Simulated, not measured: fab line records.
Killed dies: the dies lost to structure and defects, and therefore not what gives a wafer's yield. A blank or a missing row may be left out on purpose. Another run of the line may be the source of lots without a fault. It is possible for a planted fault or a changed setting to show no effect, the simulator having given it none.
Which tool is to blame? :: flow n5Finfet :: 10 lots with 28 wafers sampled at 3 steps, on a route of 1938 steps

WHAT THE GAUGES SHOWED, per wafer
N5_SDB_THK_MEAS_31.
lot: L285
measured: day 4 14:28
on: filmMetro-02
SDB_THK (nm): 64.6 65.7 65.6

lot: L286
measured: day 4 21:58
on: filmMetro-01
SDB_THK (nm): 61.9 63.9 64.7

lot: L289
measured: day 5 16:43
on: filmMetro-02
SDB_THK (nm): 66.0 64.5 66.5

lot: L291
measured: day 6 04:37
on: filmMetro-02
SDB_THK (nm): 64.8 63.5 64.9

lot: L293
measured: day 6 16:17
on: filmMetro-02
SDB_THK (nm): 64.6 62.5 62.8

lot: L296
measured: day 7 09:13
on: filmMetro-02
SDB_THK (nm): 62.5 63.5 62.4

lot: L300
measured: day 8 10:25
on: filmMetro-01
SDB_THK (nm): 66.2 64.6

lot: L301
measured: day 8 18:05
on: filmMetro-02
SDB_THK (nm): 63.7 62.7

lot: L304
measured: day 9 10:01
on: filmMetro-01
SDB_THK (nm): 63.9 64.0 66.1

lot: L305
measured: day 9 21:22
on: filmMetro-01
SDB_THK (nm): 63.0 63.0 63.6

EACH LOT AND THE TOOL THAT RAN IT (in order: tool; ch and the chambers of the sampled wafers; start)
lot: L285
N5_SDB_HM_DEP_00: pecvd-04 ch 0,1,2, day 4 10:01
N5_SDB_ALD_29: aldSin-03 ch 0,1, day 4 11:26

lot: L286
N5_SDB_HM_DEP_00: pecvd-02 ch 1,2, day 4 17:37
N5_SDB_ALD_29: aldSin-04 ch 0,1,2, day 4 18:57

lot: L289
N5_SDB_HM_DEP_00: pecvd-03 ch 0,1, day 5 12:22
N5_SDB_ALD_29: aldSin-04 ch 0,2, day 5 13:42

lot: L291
N5_SDB_HM_DEP_00: pecvd-04 ch 0,1, day 5 22:56
N5_SDB_ALD_29: aldSin-04 ch 0,1,3, day 6 01:35

lot: L293
N5_SDB_HM_DEP_00: pecvd-02 ch 0,1,2, day 6 11:37
N5_SDB_ALD_29: aldSin-04 ch 0,1,2, day 6 13:16

lot: L296
N5_SDB_HM_DEP_00: pecvd-02 ch 0,1,2, day 7 04:46
N5_SDB_ALD_29: aldSin-03 ch 1,2,3, day 7 06:10

lot: L300
N5_SDB_HM_DEP_00: pecvd-04 ch 1,2, day 8 05:46
N5_SDB_ALD_29: aldSin-03 ch 0,2, day 8 07:23

lot: L301
N5_SDB_HM_DEP_00: pecvd-02 ch 1,2, day 8 13:50
N5_SDB_ALD_29: aldSin-03 ch 1,3, day 8 15:03

lot: L304
N5_SDB_HM_DEP_00: pecvd-03 ch 0,1,2, day 9 05:46
N5_SDB_ALD_29: aldSin-03 ch 0,1,3, day 9 06:59

lot: L305
N5_SDB_HM_DEP_00: pecvd-02 ch 0,1,2, day 9 17:01
N5_SDB_ALD_29: aldSin-04 ch 0,3, day 9 18:21
- N5_SDB_HM_DEP_00: deposits SiNx from SiH4/NH3/N2, target thk 40 nm, time 35.3 s.
- N5_SDB_ALD_29: deposits SiNx, target thk 30 nm, pulse time 1 s, ald cycles 600.

THE ANSWER, worked out from the rows above alone
Rule: what is usual is taken from the lots themselves. Put in order of their means at a reading, lots are off if they are a third of the lots or fewer, leave a main group of 4 or more, and stand apart from it by a gap of 3 or more times the standard deviation of the main group's means; of several such gaps the widest counts. Not used: any main group whose means are identical at the precision the tables above print for the reading. A lot without any number at a reading at which 4 lots or more have one is off too. Any other lot the step has rows for is counted as sound.
No lot is off on any of the readings shown, so nothing can be concluded from this.

WHAT THE SIMULATOR HAD PUT IN
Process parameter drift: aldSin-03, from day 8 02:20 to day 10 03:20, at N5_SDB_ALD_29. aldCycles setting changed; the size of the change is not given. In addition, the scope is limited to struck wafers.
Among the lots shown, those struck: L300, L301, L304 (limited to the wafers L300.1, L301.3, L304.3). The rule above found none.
